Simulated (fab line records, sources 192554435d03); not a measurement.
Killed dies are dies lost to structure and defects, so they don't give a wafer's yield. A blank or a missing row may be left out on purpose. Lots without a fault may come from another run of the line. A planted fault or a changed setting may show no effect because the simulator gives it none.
Which tool did it? | flow n5_finfet | 10 lots, 25 wafers sampled, at 6 steps of a route of 1938

WHAT THE GAUGES READ, wafer by wafer
The record holds no reading of a measuring or inspecting step that can be judged against a usual standard deviation.

WHICH TOOL RAN EACH LOT (tool, then ch and the chambers of the sampled wafers, then the start)
lot  | N5_BEOL_M11_PECVD_70            | N5_BEOL_M11_DESCUM_33              | N5_BEOL_M11_ETCH_65                | N5_BEOL_M11_CURE_72           | N5_BEOL_M11_CMP_52            | N5_PASSIVATION_PROBE_49
L655 | pecvd-04 ch 0,2, day 10 00:32   | rie_diel-01 ch 0,2, day 10 04:52   | rie_diel-01 ch 0,2, day 10 04:54   | uv_cure-02 ch 2, day 10 05:37 | cmp-01 ch 1, day 10 07:41     | prober-01, day 11 15:44
L654 | pecvd-02 ch 0,1, day 10 02:37   | rie_diel-05 ch 0,2,3, day 10 05:07 | rie_diel-05 ch 0,2,3, day 10 05:09 | uv_cure-02 ch 2, day 10 05:58 | cmp-02 ch 0,1,2, day 10 08:07 | prober-02, day 12 00:34
L656 | pecvd-04 ch 0,1,2, day 10 17:07 | rie_diel-05 ch 0,1,3, day 10 19:37 | rie_diel-05 ch 0,1,3, day 10 19:39 | uv_cure-02 ch 2, day 10 20:31 | cmp-03 ch 0,1,3, day 10 23:14 | prober-01, day 12 14:37
L660 | pecvd-03 ch 1,2, day 11 15:06   | rie_diel-03 ch 1,2, day 11 19:09   | rie_diel-03 ch 1,2, day 11 19:11   | uv_cure-03 ch 2, day 11 19:58 | cmp-02 ch 2,3, day 11 21:37   | prober-02, day 13 09:46
L662 | pecvd-02 ch 0,1,2, day 11 22:30 | rie_diel-01 ch 1,2,3, day 12 00:44 | rie_diel-01 ch 1,2,3, day 12 00:46 | uv_cure-01 ch 2, day 12 01:35 | cmp-02 ch 0,1, day 12 03:31   | prober-02, day 13 12:50
L661 | pecvd-04 ch 0,2, day 12 00:11   | rie_diel-01 ch 2,3, day 12 02:42   | rie_diel-01 ch 2,3, day 12 02:44   | uv_cure-01 ch 1, day 12 03:26 | cmp-03 ch 1,2, day 12 06:44   | prober-02, day 13 16:27
L663 | pecvd-02 ch 0,1, day 12 00:38   | rie_diel-03 ch 0,2, day 12 03:01   | rie_diel-03 ch 0,2, day 12 03:03   | uv_cure-02 ch 1, day 12 03:48 | cmp-03 ch 0,2, day 12 06:59   | prober-02, day 13 17:13
L665 | pecvd-03 ch 0,1,2, day 12 18:24 | rie_diel-01 ch 0,2,3, day 12 20:57 | rie_diel-01 ch 0,2,3, day 12 20:59 | uv_cure-03 ch 0, day 12 21:38 | cmp-02 ch 1,2,3, day 13 00:46 | prober-01, day 14 15:27
L666 | pecvd-04 ch 0, day 12 22:32     | rie_diel-01 ch 3, day 13 02:10     | rie_diel-01 ch 3, day 13 02:11     | uv_cure-03 ch 0, day 13 02:56 | cmp-01 ch 2,3, day 13 04:39   | prober-01, day 14 14:29
L672 | pecvd-04 ch 0,2, day 14 02:33   | rie_diel-05 ch 0,2, day 14 07:56   | rie_diel-05 ch 0,2, day 14 07:58   | uv_cure-03 ch 0, day 14 08:48 | cmp-01 ch 1,2, day 14 11:06   | prober-02, day 15 19:32
- N5_BEOL_M11_PECVD_70: deposits SiO2 from TEOS/O2, target thk 20 nm, time 22.7 s.
- N5_BEOL_M11_DESCUM_33: chemistry O2, time 7.9 s.
- N5_BEOL_M11_ETCH_65: etches SiARC in CF4, target depth 39 nm, time 65 s.
- N5_BEOL_M11_CURE_72: cures SiCOH lowk, time 120 s.
- N5_BEOL_M11_CMP_52: polishes, stops on SiCOH lowk, t overpolish 7 s, target thk 140 nm.
- N5_PASSIVATION_PROBE_49

WHAT THE TOOLS THEMSELVES READ (means of the sampled wafers that have a number; where no wafer has one, the mark that the record gives instead)
N5_BEOL_M11_PECVD_70. Usual: heater_power_w 747 W, standard deviation 85; showerhead_plenum_p_Torr 8.74 Torr, standard deviation 0.061; throttle_valve_pct 22.8 %, standard deviation 1.7.
lot  | tool     | heater_power_w (W) | showerhead_plenum_p_Torr (Torr) | throttle_valve_pct (%) | flag
L655 | pecvd-04 | 736                | 8.70                            | 21.6                   |
L654 | pecvd-02 | 801                | 8.74                            | 22.9                   |
L656 | pecvd-04 | 700                | 8.73                            | 23.0                   |
L660 | pecvd-03 | 776                | 8.73                            | 22.5                   |
L662 | pecvd-02 | 730                | 8.74                            | 22.2                   |
L661 | pecvd-04 | 752                | 8.70                            | 21.8                   |
L663 | pecvd-02 | 804                | 8.78                            | 23.2                   |
L665 | pecvd-03 | 799                | 8.73                            | 22.8                   |
L666 | pecvd-04 | 604                | 8.64                            | 22.9                   |
L672 | pecvd-04 | 706                | 8.69                            | 21.8                   |

N5_BEOL_M11_DESCUM_33. Usual: drypump_motor_current_A 5.7 A, standard deviation 0.57; o2_flow_sccm 225.0 sccm, standard deviation 0.65; oes_product_au 0.79 a.u., standard deviation 0.09; rf_vpp_V 243.0 V, standard deviation 1.7; showerhead_plenum_p_Torr 2.09 Torr, standard deviation 0.09; throttle_valve_pct 20.38 %, standard deviation 0.21.
lot  | tool        | drypump_motor_current_A (A) | o2_flow_sccm (sccm) | oes_product_au (a.u.) | rf_vpp_V (V) | showerhead_plenum_p_Torr (Torr) | throttle_valve_pct (%) | flag
L655 | rie_diel-01 | 5.0                         | 225.9               | 0.77                  | 243.6        | 2.08                            | 20.69                  |
L654 | rie_diel-05 | 6.0                         | 225.0               | 0.75                  | 243.7        | 2.11                            | 20.28                  |
L656 | rie_diel-05 | 5.8                         | 224.4               | 0.75                  | 242.5        | 2.11                            | 20.35                  |
L660 | rie_diel-03 | 5.6                         | 224.8               | 0.80                  | 242.1        | 2.02                            | 20.38                  |
L662 | rie_diel-01 | 5.4                         | 225.0               | 0.82                  | 242.8        | 2.05                            | 20.48                  |
L661 | rie_diel-01 | 5.2                         | 224.7               | 0.83                  | 241.7        | 2.01                            | 20.45                  |
L663 | rie_diel-03 | 5.3                         | 225.4               | 0.73                  | 242.6        | 2.04                            | 20.52                  |
L665 | rie_diel-01 | 5.1                         | 224.5               | 0.81                  | 242.8        | 2.04                            | 20.48                  |
L666 | rie_diel-01 | 5.4                         | 225.1               | 0.67                  | 241.1        | 1.97                            | 20.45                  |
L672 | rie_diel-05 | 6.2                         | 225.9               | 0.74                  | 242.3        | 2.06                            | 20.33                  |

N5_BEOL_M11_ETCH_65. Usual: drypump_motor_current_A 5.7 A, standard deviation 0.57; etch_rf_on_time_s 64.4 s, standard deviation 1.4; oes_product_au 0.68 a.u., standard deviation 0.076; rf_vpp_V 183.9 V, standard deviation 1.4; showerhead_plenum_p_Torr 2.13 Torr, standard deviation 0.083; throttle_valve_pct 15.53 %, standard deviation 0.21.
lot  | tool        | drypump_motor_current_A (A) | etch_rf_on_time_s (s) | oes_product_au (a.u.) | rf_vpp_V (V) | showerhead_plenum_p_Torr (Torr) | throttle_valve_pct (%) | flag
L655 | rie_diel-01 | 5.0                         | 64.7                  | 0.66                  | 183.7        | 2.13                            | 15.87                  |
L654 | rie_diel-05 | 6.0                         | 63.6                  | 0.65                  | 183.4        | 2.14                            | 15.39                  |
L656 | rie_diel-05 | 5.8                         | 64.1                  | 0.66                  | 184.0        | 2.15                            | 15.47                  |
L660 | rie_diel-03 | 5.6                         | 65.0                  | 0.68                  | 183.0        | 2.08                            | 15.60                  |
L662 | rie_diel-01 | 5.4                         | 64.6                  | 0.71                  | 184.3        | 2.10                            | 15.65                  |
L661 | rie_diel-01 | 5.2                         | 64.4                  | 0.71                  | 182.2        | 2.08                            | 15.68                  |
L663 | rie_diel-03 | 5.3                         | 65.7                  | 0.62                  | 182.5        | 2.08                            | 15.74                  |
L665 | rie_diel-01 | 5.1                         | 65.2                  | 0.70                  | 183.4        | 2.10                            | 15.66                  |
L666 | rie_diel-01 | 5.3                         | 65.3                  | 0.58                  | 182.3        | 2.04                            | 15.70                  |
L672 | rie_diel-05 | 6.2                         | 62.6                  | 0.66                  | 183.8        | 2.09                            | 15.44                  |

N5_BEOL_M11_CURE_72. Usual: lamp_power_pct 52.32 %, standard deviation 0.052; wafer_temp_C_max 371.6, standard deviation 0.57.
lot  | tool       | lamp_power_pct (%) | wafer_temp_C_max | flag
L655 | uv_cure-02 | 52.33              | 371.5            |
L654 | uv_cure-02 | 52.34              | 371.9            |
L656 | uv_cure-02 | 52.30              | 371.5            |
L660 | uv_cure-03 | 52.36              | 372.5            |
L662 | uv_cure-01 | 52.33              | 372.3            |
L661 | uv_cure-01 | 52.27              | 371.4            |
L663 | uv_cure-02 | 52.27              | 371.3            |
L665 | uv_cure-03 | 52.26              | 371.3            |
L666 | uv_cure-03 | 52.30              | 371.1            |
L672 | uv_cure-03 | 52.26              | 371.3            |

N5_BEOL_M11_CMP_52. Usual: barrier_field_endpoint_s 29.1 s, standard deviation 0.78; motor_current_A 5.8 A, standard deviation 0.62; slurry_filter_dp_kPa 13.50 kPa, standard deviation 0.13.
lot  | tool   | barrier_field_endpoint_s (s) | motor_current_A (A) | slurry_filter_dp_kPa (kPa) | flag
L655 | cmp-01 | 27.9                         | 6.2                 | 13.54                      |
L654 | cmp-02 | 29.5                         | 5.4                 | 13.50                      |
L656 | cmp-03 | 28.6                         | 5.4                 | 13.58                      |
L660 | cmp-02 | 30.1                         | 5.8                 | 13.48                      |
L662 | cmp-02 | 29.3                         | 5.7                 | 13.58                      |
L661 | cmp-03 | 28.9                         | 5.8                 | 13.53                      |
L663 | cmp-03 | 29.6                         | 5.8                 | 13.50                      |
L665 | cmp-02 | 29.9                         | 5.6                 | 13.50                      |
L666 | cmp-01 | 29.5                         | 6.5                 | 13.42                      |
L672 | cmp-01 | 30.2                         | 6.8                 | 13.42                      |

N5_PASSIVATION_PROBE_49. Usual: defect_limited_yield 91.5 %, standard deviation 1.5; killed_at_M0_to_M3 32, standard deviation 9.4; killed_at_M4_up 12, standard deviation 5.1; killed_at_contacts 11, standard deviation 7.4; killed_at_front_end 41, standard deviation 11; killed_at_other 3.4, standard deviation 2.5; killed_dies 100, standard deviation 17; killed_on_rim 13, standard deviation 4.4; killed_open 65, standard deviation 14; killed_short 33, standard deviation 7; sort_bin_5_function 4.9 %, standard deviation 0.96; sort_bin_6_memory 3.1 %, standard deviation 0.7; sort_bin_8_speed 0.00 %, standard deviation 0.01; sort_n_pass 1080, standard deviation 17; sort_yield_pct 91.5 %, standard deviation 1.5.
lot  | tool      | defect_limited_yield (%) | killed_at_M0_to_M3 | killed_at_M4_up | killed_at_contacts | killed_at_front_end | killed_at_other | killed_dies | killed_on_rim | killed_open | killed_short | sort_bin_5_function (%) | sort_bin_6_memory (%) | sort_bin_8_speed (%) | sort_n_pass | sort_yield_pct (%) | flag
L655 | prober-01 | 92.8                     | 30                 | 10              | 10                 | 32                  | 4.0             | 86          | 9             | 56          | 28           | 4.2                     | 2.9                   | 0.00                 | 1094        | 92.8               |
L654 | prober-02 | 92.2                     | 22                 | 10              | 10                 | 44                  | 6.3             | 93          | 13            | 59          | 31           | 4.4                     | 3.0                   | 0.00                 | 1087        | 92.2               |
L656 | prober-01 | 91.0                     | 22                 | 17              | 21                 | 44                  | 1.7             | 106         | 15            | 68          | 35           | 5.4                     | 3.1                   | 0.03                 | 1073        | 91.0               |
L660 | prober-02 | 90.7                     | 30                 | 18              | 10                 | 45                  | 6.0             | 110         | 14            | 72          | 34           | 5.8                     | 3.0                   | 0.00                 | 1070        | 90.7               |
L662 | prober-02 | 92.6                     | 24                 | 8               | 9                  | 43                  | 3.7             | 88          | 13            | 54          | 33           | 4.4                     | 2.6                   | 0.00                 | 1092        | 92.6               |
L661 | prober-02 | 92.3                     | 32                 | 10              | 12                 | 36                  | 1.0             | 90          | 8             | 60          | 29           | 4.7                     | 2.8                   | 0.00                 | 1090        | 92.3               |
L663 | prober-02 | 89.4                     | 45                 | 15              | 7                  | 56                  | 1.0             | 124         | 23            | 87          | 36           | 6.5                     | 3.6                   | 0.00                 | 1056        | 89.4               |
L665 | prober-01 | 91.8                     | 26                 | 12              | 10                 | 45                  | 4.0             | 97          | 9             | 62          | 34           | 5.0                     | 2.7                   | 0.00                 | 1083        | 91.8               |
L666 | prober-01 | 90.5                     | 34                 | 6               | 8                  | 60                  | 3.5             | 112         | 16            | 76          | 30           | 5.2                     | 3.4                   | 0.00                 | 1068        | 90.5               |
L672 | prober-02 | 91.9                     | 37                 | 19              | 7                  | 27                  | 5.0             | 95          | 12            | 64          | 30           | 4.8                     | 2.9                   | 0.00                 | 1085        | 91.9               |

THE ANSWER, worked out from the rows above alone
Rule: a lot is off if the mean of its wafers that have a number lies more than 3 standard deviations from the usual mean. A lot without any number at a reading at which 4 lots or more have one is off too. The other lots that the step has rows for count as sound. The gauges are gone through in route order, then the tools' own readings, and for those a lot's mean is taken as printed above. The first step at which some lot is off is used, and at that step the reading that is off furthest; a lot without a number counts as furthest.
No lot is off at any reading shown: from this, nothing can be told.

WHAT THE SIMULATOR HAD PUT IN
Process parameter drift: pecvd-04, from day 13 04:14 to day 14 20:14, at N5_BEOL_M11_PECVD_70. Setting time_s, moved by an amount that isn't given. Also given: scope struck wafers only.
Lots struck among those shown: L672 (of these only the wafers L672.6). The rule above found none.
